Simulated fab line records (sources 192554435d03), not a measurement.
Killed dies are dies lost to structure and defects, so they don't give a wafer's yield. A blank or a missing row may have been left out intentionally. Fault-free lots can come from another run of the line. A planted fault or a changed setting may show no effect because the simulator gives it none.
fab line records | flow n5Finfet
[record] lots = 4 | wafers = 12 | lastDay = 17
route steps=1938 shown STI_FIN_REVEAL@206 DUMMY_GATE@212 SDB@375 DUMMY_REMOVAL@377 PASSIVATION@1936
lots that met no fault: from a run of the same line without faults
startH: hours from the record's first day to the start of the lot's first wafer shown | waitH: hours elapsed since this lot's preceding step | " the same as in the row above | L1.1+2: one row covering several wafers at once | - either no value or no given start | * or withheld: withheld | < > ~ a bound
route shown NAME@n: a module of which the file shows steps, and the number in the route of the first | usual: average and standard deviation across the fault-free wafers | same: alike in all rows | chamber/n: place in a boat | sites: each site's reading | _std_site: standard deviation across them | _edge_site: the outer-site mean with the inner-site mean subtracted | radiusMm: for every site, how far away it sits from the centre of the wafer | mask NAME#n: copy n | behind: tool/chamber where the wafer was last shaped | hold: the reason the lot was held/the length of the hold in hours/how it ended | device: transistor that didn't switch, given as n, p or np | end of line: the route-end tests of the same wafers | a step without rows: its recipe alone | killed: count of dies lost to structure and defects at first sort (not the wafer's yield) | map: a wafer's dies, marking killed ones x, the rest . and places with no die _
set.NAME: the setting that was run; set.NAME@STEP: the one run at that earlier step | model.NAME: the simulator's own value behind a step, which no gauge read
lots at some steps of the route; a table a step, a row a wafer
services: a tool's chamber out of use, with start hour (startH, from the record's first day; less than 0 if before it), hours out, and reason
[[steps]]
[step N5_STI_FIN_REVEAL_SRD_23]
[recipe] dry = ipaMarangoni | timeS = 30 | tempC = 23 | rinseLiquid = diw
[step N5_STI_FIN_REVEAL_PRECLEAN_18]
[recipe] chemistry = SC2 | timeS = 45 | tempC = 35 | mix = 1:1:50
[step N5_STI_FIN_REVEAL_SRD_28]
[recipe] dry = ipaMarangoni | timeS = 30 | tempC = 23 | rinseLiquid = diw
[step N5_DUMMY_GATE_PRECLEAN_00]
[recipe] chemistry = O3/DIW | timeS = 60 | tempC = 22 | o3Ppm = 10
[step N5_DUMMY_GATE_SRD_01]
[recipe] timeS = 30 | tempC = 23 | rinseLiquid = diw | dry = ipaMarangoni
[step N5_DUMMY_GATE_ALD_02]
[recipe] material = SiO2 | targetThkA = 20 | tempC = 300 | aldPrecursorFamily = BDEAS | aldCoReactant = O2-plasma | pulseTimeS = 1 | pressureTorr = 2
[step N5_DUMMY_GATE_CVD_03]
[recipe] material = a-Si | targetThkA = 1500 | tempC = 530 | precursor = SiH4 | timeS = 8042
[step N5_DUMMY_GATE_PRECLEAN_46]
[recipe] chemistry = DIW | timeS = 89.5 | tempC = 23
[step N5_DUMMY_GATE_SRD_47]
[recipe] dryTimeS = 32 | dry = n2Spin | spinRpm = 1500
[step N5_DUMMY_GATE_CMP_04]
[recipe] material = a-Si | postCmpClean = alkalineBrush
[usual] motorCurrentA = 10.5/0.87 | timeToEndpointS = 12.8/1.8
lot.wafer | tool   | chamber | startH | waitH | motorCurrentA | timeToEndpointS | model.a-Si_of_DUMMY_GATE_CVD_03.thkNm
L376.2    | cmp-04 | 2       | 102.61 | 0.1   | 11.9          | 13.5            | 72.6
L376.4    | "      | 3       | "      | "     | 10.6          | 8.9             | 72.2
L376.6    | "      | 2       | "      | "     | 12.3          | 13.1            | 72.8
L377.2    | cmp-04 | 3       | 112.23 | 0.1   | 10.8          | 14.1            | 72.8
L377.3    | "      | 0       | "      | "     | 9.7           | 18.1            | 98.8
L377.1    | "      | 1       | "      | "     | 9.0           | 14.2            | 73.2
L381.3    | cmp-04 | 0       | 134.57 | 0.1   | 10.2          | 17.8            | 96.8
L381.2    | "      | 1       | "      | "     | 8.9           | 10.3            | 70.6
L381.5    | "      | 3       | "      | "     | 11.0          | 12.9            | 71
L388.4    | cmp-01 | 3       | 174.22 | 0.1   | 11.3          | 13.1            | 71.2
L388.1    | "      | 0       | "      | "     | 9.6           | 9.0             | 71.6
L388.2    | "      | 1       | "      | "     | 10.2          | 11.4            | 71
[step N5_DUMMY_GATE_THK_MEAS_05]
[usual] thkNm = 71.6/1
lot.wafer | tool         | chamber | startH | waitH | thkNm
L376.2    | filmMetro-02 | -       | 102.82 | 0.2   | 72.7
L376.4    | "            | -       | "      | "     | 72.3
L376.6    | "            | -       | "      | "     | 72.8
L377.1    | filmMetro-02 | -       | 112.44 | 0.1   | 73.1
L377.2    | "            | -       | "      | "     | 72.9
L377.3    | "            | -       | "      | "     | 98.8
L381.2    | filmMetro-02 | -       | 134.78 | 0.1   | 70.7
L381.3    | "            | -       | "      | "     | 96.8
L381.5    | "            | -       | "      | "     | 71.0
L388.1    | filmMetro-01 | -       | 174.43 | 0.1   | 71.6
L388.2    | "            | -       | "      | "     | 71.0
L388.4    | "            | -       | "      | "     | 71.2
[step N5_DUMMY_GATE_HM_DEP_06]
[recipe] material = SiNx | targetThkA = 800 | precursor = DCS/NH3 | tempC = 700 | pressureMtorr = 300 | timeS = 5141
[step N5_DUMMY_GATE_PECVD_30]
[recipe] material = SiO2 | targetThkA = 550 | tempC = 400 | precursor = TEOS/O2 | pressureTorr = 6.5 | rfW = withheld | teosFlowSccm = withheld | gas = O2 | flowSccm = 2650 | timeS = 10.8
[step N5_DUMMY_GATE_COAT_34]
[recipe] resist = SOC | tempC = 250 | timeS = 60 | spinRpm = 1500 | resistThkNm = 60
[step N5_DUMMY_GATE_COAT_35]
[recipe] resist = SiARC | tempC = 220 | timeS = 60 | spinRpm = 1500 | resistThkNm = 10
[step N5_DUMMY_GATE_COAT_28]
[recipe] resist = underlayer | tempC = 205 | timeS = 60 | spinRpm = 1500 | resistThkNm = 10
[step N5_DUMMY_GATE_COAT_09]
[recipe] resist = CAR-EUV | spinRpm = 1500 | resistThkNm = 30
[step N5_DUMMY_GATE_EBR_11]
[recipe] solvent = PGMEA | ebrWidthMm = 1.5
[step N5_DUMMY_GATE_SOFTBAKE_10]
[recipe] tempC = 110 | timeS = 60 | resist = CAR-EUV
[step N5_DUMMY_GATE_EXPOSE_12]
[recipe] maskId = GATE | na = 0.33 | sourceShape = annular | sigmaInner = 0.2 | sigmaOuter = 0.6 | polarization = unpolarized | targetCdNm = 25 | doseMj = 34
[step N5_DUMMY_GATE_PEB_13]
[recipe] pebTempC = 100 | pebTimeS = 60 | resist = CAR-EUV
[step N5_DUMMY_GATE_DEVELOP_14]
[recipe] developTimeS = 30 | developer = TMAH | resist = CAR-EUV | rinseLiquid = surfactantRinse | dry = airSpin | devTempC = 23
[step N5_DUMMY_GATE_DESCUM_20]
[recipe] chemistry = O2 | timeS = 6.2 | sourcePowerW = 50 | biasPowerW = 20 | pressureMtorr = 20 | rfFrequencyHz = 2.712e+07 | tempC = 40 | resist = CAR-EUV | o2FlowSccm = 225
[step N5_DUMMY_GATE_ETCH_29]
[recipe] chemistry = N2/H2 | target = underlayer | targetDepthA = 130 | ionEnergyEv = 200 | pressureMtorr = 30 | sourceW = 840 | biasW = 150 | n2FlowSccm = 200 | h2FlowSccm = 200
[step N5_DUMMY_GATE_ETCH_36]
[recipe] chemistry = CF4 | target = SiARC | targetDepthA = 130 | pressureMtorr = 40 | sourceW = 545 | biasW = 36 | Ar_flow_sccm = 100 | cf4FlowSccm = 100 | ionEnergyEv = 80
[step N5_DUMMY_GATE_ETCH_37]
[recipe] chemistry = N2/H2 | target = SOC | targetDepthA = 600 | overetchA = 300 | tempC = 40 | ionEnergyEv = 200 | pressureMtorr = 30 | sourceW = 840 | biasW = 150 | n2FlowSccm = 200 | h2FlowSccm = 200
[step N5_DUMMY_GATE_STRIP_38]
[recipe] chemistry = N2/H2 | tempC = 40 | n2FlowSccm = 200 | h2FlowSccm = 200 | rfFrequencyHz = 6e+07
[step N5_DUMMY_GATE_STRIP_39]
[recipe] chemistry = N2/H2 | tempC = 40 | n2FlowSccm = 200 | h2FlowSccm = 200 | rfFrequencyHz = 6e+07
[step N5_DUMMY_GATE_TRIM_49]
[recipe] chemistry = O2 | resist = SOC | timeS = 29 | targetCdNm = 14 | sourcePowerW = 300 | biasPowerW = 0 | O2_flow_sccm = 100 | tempC = 20
[step N5_DUMMY_GATE_STRIP_40]
[recipe] chemistry = CF4 | resist = SiARC | powerW = 300 | biasPowerW = 75 | pressureMtorr = 50 | cf4FlowSccm = 150 | rfFrequencyHz = 6e+07
[step N5_DUMMY_GATE_ETCH_31]
[recipe] chemistry = C4F6/O2 | target = SiO2 | maskMaterial = SOC | targetDepthA = 825 | timeS = 27.5 | ionEnergyEv = 250 | pressureMtorr = 30 | sourceW = 345 | biasW = 185 | Ar_flow_sccm = 300 | C4F6_flow_sccm = 10 | O2_flow_sccm = 10
[step N5_DUMMY_GATE_STRIP_41]
[recipe] chemistry = O2 | powerW = 400 | tempC = 40 | pressureMtorr = 30 | rfFrequencyHz = 6e+07 | biasPowerW = 0 | overashFraction = 0.3 | o2FlowSccm = 225
[step N5_DUMMY_GATE_HM_OPEN_21]
[recipe] chemistry = CH3F/O2 | target = SiNx | targetDepthA = 1200 | Ar_flow_sccm = 150 | CH3F_flow_sccm = 30 | O2_flow_sccm = 23 | timeS = 171.4 | pressureMtorr = 30 | sourceW = 395 | biasW = 73 | ionEnergyEv = 120.7
[step N5_DUMMY_GATE_ETCH_32]
[recipe] chemistry = CF4 | target = SiO2 | targetDepthA = 35 | timeS = 3.9 | ionEnergyEv = 350 | pressureMtorr = 10 | icpW = 800 | biasW = 400 | cf4FlowSccm = 80
[step N5_DUMMY_GATE_ETCH_23]
[recipe] chemistry = HBr/Cl2/O2 | HBr_flow_sccm = 150 | Cl2_flow_sccm = 80 | O2_flow_sccm = 12 | biasW = 102 | targetDepthA = 410 | timeS = 22.3 | target = poly-Si | maskMaterial = SiO2 | pressureMtorr = 10 | icpW = 800
[step N5_DUMMY_GATE_ETCH_44]
[recipe] chemistry = HBr/O2 | overEtchFrac = 0.7 | targetDepthA = 1275 | stopOn = SiO2 | ionEnergyEv = 60 | biasW = 20 | target = poly-Si | maskMaterial = SiO2 | pressureMtorr = 20 | icpW = 400 | HBr_flow_sccm = 120 | O2_flow_sccm = 10
[usual] chamberPressureMTorr = 19.998/0.018 | drypumpMotorCurrentA = 5.9/0.55 | oesProductAu = 0.727/0.016 | throttleValvePct = 18.42/0.2
lot.wafer | tool     | chamber | startH | waitH | chamberPressureMTorr | drypumpMotorCurrentA | oesProductAu | rfHoursCounterH | throttleValvePct | model.DUMMY_GATE.featureDepthNm | model.etch.depthNm
L376.2    | rieSi-05 | 1       | 108.79 | 0.0   | 20.030               | 5.8                  | 0.755        | 136             | 18.43            | 72.6                            | 72.62
L376.4    | "        | 3       | "      | "     | 20.008               | 6.8                  | 0.719        | 9               | 18.50            | 72.4                            | 72.3
L376.6    | "        | 1       | "      | "     | 20.002               | 5.8                  | 0.757        | -               | 18.43            | 73                              | 72.87
L377.1    | rieSi-02 | 0       | 119.59 | 0.0   | 19.978               | 5.7                  | 0.734        | 172             | 18.44            | 73.2                            | 73.12
L377.2    | "        | 2       | "      | "     | 19.989               | 6.0                  | 0.723        | 68              | 18.37            | 72.8                            | 72.83
L377.3    | "        | 3       | "      | "     | 19.978               | 5.5                  | 0.839        | 193             | 18.65            | 98.8                            | 98.74
L381.2    | rieSi-05 | 2       | 140.31 | 0.0   | 19.960               | 6.5                  | 0.737        | 53              | 18.02            | 70.6                            | 70.64
L381.3    | "        | 1       | "      | "     | 19.980               | 5.8                  | 0.877        | 137             | 18.43            | 96.8                            | 96.86
L381.5    | "        | 1       | "      | "     | 19.998               | 5.8                  | 0.751        | -               | 18.44            | 71                              | 71
L388.1    | rieSi-04 | 0       | 180.10 | 0.0   | 20.006               | 6.3                  | 0.732        | 105             | 18.45            | 71.6                            | 71.62
L388.2    | "        | 3       | "      | "     | 19.998               | 5.5                  | 0.729        | 180             | 18.80            | 71                              | 71
L388.4    | "        | 2       | "      | "     | 20.009               | 5.5                  | 0.705        | 165             | 18.34            | 71.2                            | 71.21
[step N5_SDB_THK_MEAS_31]
[recipe] reads = a-Si_of_DUMMY_GATE_CVD_03
[usual] SDB_THK = 63.9/1
lot.wafer | tool         | chamber | startH | waitH | SDB_THK[nm]
L376.2    | filmMetro-01 | -       | 130.15 | -     | 64.9
L376.4    | "            | -       | "      | "     | 64.6
L376.6    | "            | -       | "      | "     | 65.1
L377.1    | filmMetro-02 | -       | 142.31 | -     | 65.4
L377.2    | "            | -       | "      | "     | 65.2
L377.3    | "            | -       | "      | "     | 90.9
L381.2    | filmMetro-02 | -       | 162.24 | -     | 62.9
L381.3    | "            | -       | "      | "     | 89.1
L381.5    | "            | -       | "      | "     | 63.2
L388.1    | filmMetro-02 | -       | 202.96 | -     | 63.9
L388.2    | "            | -       | "      | "     | 63.2
L388.4    | "            | -       | "      | "     | 63.5
[step N5_DUMMY_REMOVAL_HM_STRIP_01]
[recipe] chemistry = CH3F/O2 | material = SiNx | targetDepthA = 40 | stopOn = poly-Si | timeS = 6.8 | overEtchFrac = 0.3 | ionEnergyEv = 60 | powerW = 410 | biasW = 29 | Ar_flow_sccm = 150 | CH3F_flow_sccm = 30 | O2_flow_sccm = 20
[usual] chamberPressureMTorr = 30.000/0.026 | drypumpMotorCurrentA = 5.9/0.34 | oesProductAu = 0.62/0.039 | rfVppV = 127.4/1 | showerheadPlenumPTorr = 1.99/0.072 | throttleValvePct = 16.39/0.13
lot.wafer | tool       | chamber | startH | waitH | chamberPressureMTorr | drypumpMotorCurrentA | oesProductAu | rfHoursCounterH | rfVppV | showerheadPlenumPTorr | throttleValvePct | model.a-Si_of_DUMMY_GATE_CVD_03.thkNm
L376.2    | rieDiel-02 | 2       | 130.21 | 0.0   | 29.994               | 5.8                  | 0.60         | 160             | 126.6  | 1.91                  | 16.25            | 64.8
L376.4    | "          | 1       | "      | "     | 30.002               | 5.5                  | 0.67         | -               | 128.9  | 2.11                  | 16.45            | 64.6
L376.6    | "          | 2       | "      | "     | 30.007               | 5.8                  | 0.60         | -               | 126.4  | 1.91                  | 16.25            | 65.2
L377.1    | rieDiel-02 | 1       | 142.37 | 0.0   | 29.945               | 5.5                  | 0.67         | 85              | 126.4  | 2.11                  | 16.45            | 65.4
L377.2    | "          | 3       | "      | "     | 30.056               | 6.3                  | 0.61         | 119             | 127.7  | 2.02                  | 16.30            | 65
L377.3    | "          | 2       | "      | "     | 30.003               | 5.8                  | 0.60         | 165             | 126.9  | 1.91                  | 16.25            | 91
L381.2    | rieDiel-04 | 2       | 162.54 | 0.3   | 30.021               | 5.7                  | 0.61         | 161             | 129.8  | 2.00                  | 16.35            | 62.8
L381.3    | "          | 1       | "      | "     | 29.987               | 5.9                  | 0.57         | 218             | 129.2  | 2.05                  | 16.24            | 89
L381.5    | "          | 0       | "      | "     | 29.976               | 6.4                  | 0.59         | -               | 127.0  | 1.97                  | 16.60            | 63.2
L388.1    | rieDiel-04 | 3       | 203.02 | 0.0   | 29.994               | 5.6                  | 0.62         | 159             | 127.5  | 2.06                  | 16.24            | 63.8
L388.2    | "          | 1       | "      | "     | 30.008               | 5.9                  | 0.56         | 230             | 128.4  | 2.05                  | 16.25            | 63.2
L388.4    | "          | 2       | "      | "     | 30.025               | 5.6                  | 0.60         | 173             | 127.8  | 1.99                  | 16.37            | 63.4
[step N5_PASSIVATION_PROBE_49]
[usual] killed_at_M0_to_M3 = 34/8.9 | killed_at_M4_up = 13/5 | killedAtContacts = 12/7 | killedAtFrontEnd = 38/11 | killedAtOther = 3.2/2.9 | killedDies = 99/16 | killedOpen = 65/13 | killedShort = 32/7.6
[same] grossDies = 1180 | killedAtBackSide = 0
lot.wafer | tool      | chamber | startH | waitH | killed_at_M0_to_M3 | killed_at_M4_up | killedAtContacts | killedAtFrontEnd | killedAtOther | killedDies | killedOpen | killedShort
L377.1    | prober-02 | -       | 335.85 | 0.0   | 36                 | 9               | 20               | 47               | 6             | 118        | 82         | 36
L377.2    | prober-02 | -       | 335.90 | 0.1   | 40                 | 13              | 12               | 52               | 4             | 121        | 87         | 29
L377.3    | prober-02 | -       | 335.95 | 0.1   | 44                 | 22              | 8                | 42               | 2             | 118        | 82         | 36
L381.2    | prober-02 | -       | 355.52 | 0.1   | 30                 | 16              | 14               | 39               | 0             | 99         | 63         | 36
L381.3    | prober-02 | -       | 355.57 | 0.1   | 37                 | 8               | 31               | 35               | 1             | 112        | 83         | 28
L381.5    | prober-02 | -       | 355.67 | 0.2   | 27                 | 14              | 12               | 58               | 0             | 111        | 67         | 43
// killed by level:class
L377.1 MOL_CONTACT_COAG:geometricParticle:open=17 STI_FIN_REVEAL:geometricParticle:open=15 BEOL_M3:geometricParticle:open=9 FIN_SAQP:geometricParticle:short=9 BEOL_M0_SAQP:geometricParticle:short=9 BEOL_M0_SAQP:geometricParticle:open=7 DUMMY_GATE:geometricParticle:open=5 FIN_SAQP:geometricParticle:open=4
L377.2 FIN_SAQP:geometricParticle:open=16 BEOL_M3:geometricParticle:open=14 MOL_CONTACT_COAG:geometricParticle:open=11 BEOL_M4:geometricParticle:open=11 FIN_SAQP:geometricParticle:short=7 DUMMY_GATE:geometricParticle:open=6 STI_FIN_REVEAL:geometricParticle:open=5 BEOL_M1:geometricParticle:open=5
L377.3 STI_FIN_REVEAL:geometricParticle:open=16 BEOL_M4:geometricParticle:open=10 BEOL_M0_SAQP:geometricParticle:open=9 BEOL_M2:geometricParticle:open=9 BEOL_M0_SAQP:geometricParticle:short=8 FIN_SAQP:geometricParticle:open=7 MOL_CONTACT_COAG:geometricParticle:open=7 BEOL_M0:geometricParticle:open=6
L381.2 FIN_SAQP:geometricParticle:short=12 MOL_CONTACT_COAG:geometricParticle:open=10 BEOL_M0_SAQP:geometricParticle:short=9 BEOL_M2:geometricParticle:open=8 FIN_SAQP:geometricParticle:open=7 BEOL_M3:geometricParticle:open=6 BEOL_M5:geometricParticle:open=5 BEOL_M0_SAQP:geometricParticle:open=5
L381.3 MOL_CONTACT_COAG:geometricParticle:open=20 STI_FIN_REVEAL:geometricParticle:open=16 MOL_CONTACT_COAG:geometricParticle:short=11 BEOL_M3:geometricParticle:open=10 BEOL_M0_SAQP:geometricParticle:open=9 BEOL_M0_SAQP:geometricParticle:short=5 BEOL_M1:geometricParticle:open=5 BEOL_M2:geometricParticle:open=5
L381.5 STI_FIN_REVEAL:geometricParticle:open=17 FIN_SAQP:geometricParticle:short=15 GATE_CUT:geometricParticle:short=7 BEOL_M3:geometricParticle:open=7 MOL_CONTACT_COAG:geometricParticle:short=6 MOL_CONTACT_COAG:geometricParticle:open=6 BEOL_M0_SAQP:geometricParticle:open=6 GATE_CUT:geometricParticle:open=5
[[services]]
tool       | chamber | startH | hours | kind
cmp-04     | -       | 93.91  | 0.9   | repair
cmp-01     | -       | 100.81 | 5.2   | pm
rieSi-02   | 0       | 104.57 | 4.8   | repair
rieDiel-04 | 3       | 115.30 | 13.6  | repair
rieSi-02   | 1       | 115.30 | 17.5  | repair
cmp-01     | -       | 118.81 | 2.3   | repair
rieDiel-02 | 0       | 122.76 | -     | clean
rieDiel-02 | 0       | 122.76 | -     | consumableReplace:focusRing
rieDiel-02 | 0       | 122.76 | 24.5  | scheduledDown
rieDiel-02 | 0       | 122.76 | 24.5  | ventCycle
rieSi-05   | -       | 128.04 | 2.8   | pm
cmp-01     | -       | 146.99 | 16.1  | pm
rieSi-02   | 3       | 154.72 | -     | clean
rieSi-02   | 3       | 154.72 | 14.8  | scheduledDown
rieSi-02   | 3       | 154.72 | 14.8  | ventCycle
rieSi-04   | 0       | 168.12 | 4.9   | repair
cmp-01     | -       | 181.21 | 1.0   | repair
cmp-01     | -       | 183.42 | 3.9   | repair
rieSi-02   | 1       | 190.92 | 3.7   | repair
rieSi-02   | 2       | 197.28 | 2.4   | repair
cmp-04     | -       | 197.93 | 4.0   | pm
cmp-04     | -       | 201.93 | -     | consumableReplace:conditioner
cmp-04     | -       | 201.93 | -     | consumableReplace:pad
[[key]]
[firstSign] step = N5_DUMMY_GATE_CMP_04 | reading = timeToEndpointS | direction = up | sigmas = 2.8 | usual = * | struck = *
[effect] step = N5_DUMMY_GATE_THK_MEAS_05 | reading = thkNm | direction = up | sigmas = 26 | usual = * | struck = *
[effect] step = N5_DUMMY_GATE_ETCH_44 | reading = oesProductAu | direction = up | sigmas = 8.3 | usual = 0.727 | struck = 0.858
[effect] step = N5_SDB_THK_MEAS_31 | reading = SDB_THK | direction = up | sigmas = 26 | usual = 63.9 | struck = 90.0
[modelEffect] step = N5_DUMMY_GATE_CMP_04 | value = a-Si_of_DUMMY_GATE_CVD_03.thkNm | without = 70.1 | struck = 97.8
[modelEffect] step = N5_DUMMY_GATE_ETCH_44 | value = DUMMY_GATE.featureDepthNm | without = 70.1 | struck = 97.8
[modelEffect] step = N5_DUMMY_REMOVAL_HM_STRIP_01 | value = a-Si_of_DUMMY_GATE_CVD_03.thkNm | without = 62.3 | struck = 90
metAt N5_DUMMY_GATE_CMP_04
struckWafers L377.3,L381.3
testerLeftOut L377,L381
[fault] kind = processParameterDrift | tool = cmp-04 | chamber = 0 | onsetH = 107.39 | steps = N5_DUMMY_GATE_CMP_04 | channel = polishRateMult | offset = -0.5 | shape = step | endH = 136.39
// testerLeftOut: of these lots the tester's yield and bins aren't shown, on N5 and GAA mostly nor the transistor test; their killed dies are dies lost to structure and defects alone, not to doping, threshold or leakage, so they don't give the yield
